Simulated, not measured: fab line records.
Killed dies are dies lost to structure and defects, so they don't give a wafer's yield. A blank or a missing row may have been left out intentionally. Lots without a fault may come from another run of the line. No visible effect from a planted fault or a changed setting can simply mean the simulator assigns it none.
2 desks, one fault ; flow n5Finfet ; each desk has only its own numbers; what lay behind them comes last

== THE TOOL OWNER'S DESK: rtpAnneal-02 ==
At N5_MOL_CONTACT_COAG_SIL_ANNEAL_21 (time 60 s), the tool's own readings, given per lot that ran on this tool as the mean of the sampled wafers with a number. The brackets show how far a lot's mean lies from the usual mean; more than 4 standard deviations puts the lot out of limits, marked OUT.
Columns: A = lampPowerPct at N5_MOL_CONTACT_COAG_SIL_ANNEAL_21, usual 6.1 %; B = lamp_zone_1_pct at N5_MOL_CONTACT_COAG_SIL_ANNEAL_21, usual 6.1 %; C = lamp_zone_4_pct at N5_MOL_CONTACT_COAG_SIL_ANNEAL_21, usual 6.1 %; D = wafer_temp_C_max at N5_MOL_CONTACT_COAG_SIL_ANNEAL_21, usual 552.8
lot;first seen here;A;B;C;D
L483;day 5 16:34;6.7;6.7;6.7;553.4
L484;day 6 00:06;6.7;6.7;6.7;552.9
This desk found nothing out of limits on any of the 2 lots.

== METROLOGY DESK ==
What the gauges read for every lot (on any tool): the sampled wafers with a number, averaged. The brackets show how far a lot's mean lies from the usual mean; more than 4 standard deviations puts the lot out of limits, marked OUT. Shown are 7 of the 16 readings it has, namely the first that went out of limits plus those furthest out on some lot.
Columns: A = ION_N at N5_BEOL_M4_RC_MEAS_101, usual 675 uA/um; B = RC_DENSE_N at N5_BEOL_M4_RC_MEAS_101, usual 19.1 ohm.um; C = RC_DENSE_P at N5_BEOL_M4_RC_MEAS_101, usual 23.9 ohm.um; D = RC_N at N5_BEOL_M4_RC_MEAS_101, usual 15.6 ohm.um; E = RC_P at N5_BEOL_M4_RC_MEAS_101, usual 19.4 ohm.um; F = REXT_N at N5_BEOL_M4_RC_MEAS_101, usual 76.5 ohm.um; G = REXT_P at N5_BEOL_M4_RC_MEAS_101, usual 100.3 ohm.um
lot;first seen here;A;B;C;D;E;F;G
L483;day 9 00:46;674;18.7;23.4;15.3;19.1;73.4;99.4
L484;day 9 02:31;675;19.6;24.6;16.0;20.1;76.2;98.7
L487;day 9 11:06;698;18.8;23.4;15.5;19.2;75.4;101.4
L491;day 11 02:02;672;19.3;24.0;15.6;19.6;79.3;96.4
L494;day 11 09:05;618 (-4.8) OUT;69.8 (+99 or more) OUT;87.1 (+99 or more) OUT;56.8 (+99 or more) OUT;70.7 (+99 or more) OUT;110.5 (+21) OUT;141.5 (+16) OUT
L496;day 12 00:05;616 (-4.9) OUT;68.9 (+99 or more) OUT;86.6 (+99 or more) OUT;56.3 (+99 or more) OUT;70.7 (+99 or more) OUT;114.1 (+24) OUT;149.7 (+19) OUT
L495;day 12 01:31;617 (-4.8) OUT;71.3 (+99 or more) OUT;89.9 (+99 or more) OUT;57.9 (+99 or more) OUT;73.3 (+99 or more) OUT;113.2 (+23) OUT;143.5 (+17) OUT
L498;day 12 18:07;678;19.2;23.7;15.6;19.4;77.0;101.1
L502;day 13 08:45;677;18.9;23.4;15.4;19.0;79.4;102.8
This desk's finding: out of limits on L494, L495, L496; first on L494, day 11 09:05 (ION_N at N5_BEOL_M4_RC_MEAS_101). In limits: L483, L484, L487, L491, L498, L502.

== PUT TOGETHER ==
Metrology desk: alarm possible at day 11 09:05 on L494, L495, L496.
The desk of the tool owner found nothing out of limits.
The tool owner's desk has no number on record for L494, L495, L496.
Every lot named ran N5_MOL_CONTACT_COAG_SIL_ANNEAL_21 on rtpAnneal-02.

== WHAT WAS PUT IN BY THE SIMULATOR ==
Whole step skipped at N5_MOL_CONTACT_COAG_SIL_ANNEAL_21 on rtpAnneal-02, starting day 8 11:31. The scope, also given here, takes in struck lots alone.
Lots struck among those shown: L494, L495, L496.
Time in hours between the start of the fault and the first out-of-limits reading at each desk: metrology desk, 70.
